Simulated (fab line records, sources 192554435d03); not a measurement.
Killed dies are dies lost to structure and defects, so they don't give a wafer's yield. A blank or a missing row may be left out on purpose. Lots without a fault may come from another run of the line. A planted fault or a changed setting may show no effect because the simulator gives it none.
Chamber matching | flow n5_finfet | N5_BEOL_M4_PRE_CLEAN_60 on cvd_co-02: 3 sister chambers
The step time 15 s. 3 wafers are shown with their chamber, then 12 later ones without.

WAFERS WITH THEIR CHAMBER
wafer  | chamber | heater_power_w (W)
L093.2 | 0       | 97
L093.4 | 2       | 75
L093.6 | 1       | 152

WAFERS WITHOUT THEIR CHAMBER
wafer  | heater_power_w (W)
L094.1 | 151
L094.5 | 149
L094.6 | 99
L095.2 | 96
L095.4 | 99
L095.6 | 78
L096.1 | 152
L096.2 | 100
L096.6 | 77
L097.2 | 76
L097.3 | 99
L097.5 | 78

WHICH CHAMBER EACH WENT THROUGH
wafer  | from the rows above | in truth
L094.1 | 1                   | 1
L094.5 | 1                   | 1
L094.6 | 0                   | 0
L095.2 | 0                   | 0
L095.4 | 0                   | 0
L095.6 | 2                   | 2
L096.1 | 1                   | 1
L096.2 | 0                   | 0
L096.6 | 2                   | 2
L097.2 | 2                   | 2
L097.3 | 0                   | 0
L097.5 | 2                   | 2
Placed correctly: 12 of 12. Can't be placed from these rows: 0. Placed wrongly: 0.
How it was worked out, from the rows above alone: a wafer's distance from a chamber is the root of the sum, over the readings, of the square of ((its reading less the chamber's mean) divided by the reading's scatter). The wafer belongs to the nearest chamber; if the next one is less than 2 further off, it can't be placed. A chamber's mean is the mean of its shown wafers. The scatter: with one shown wafer a chamber, the root of the mean of the squares of how far each hidden wafer lies from its nearest shown one.
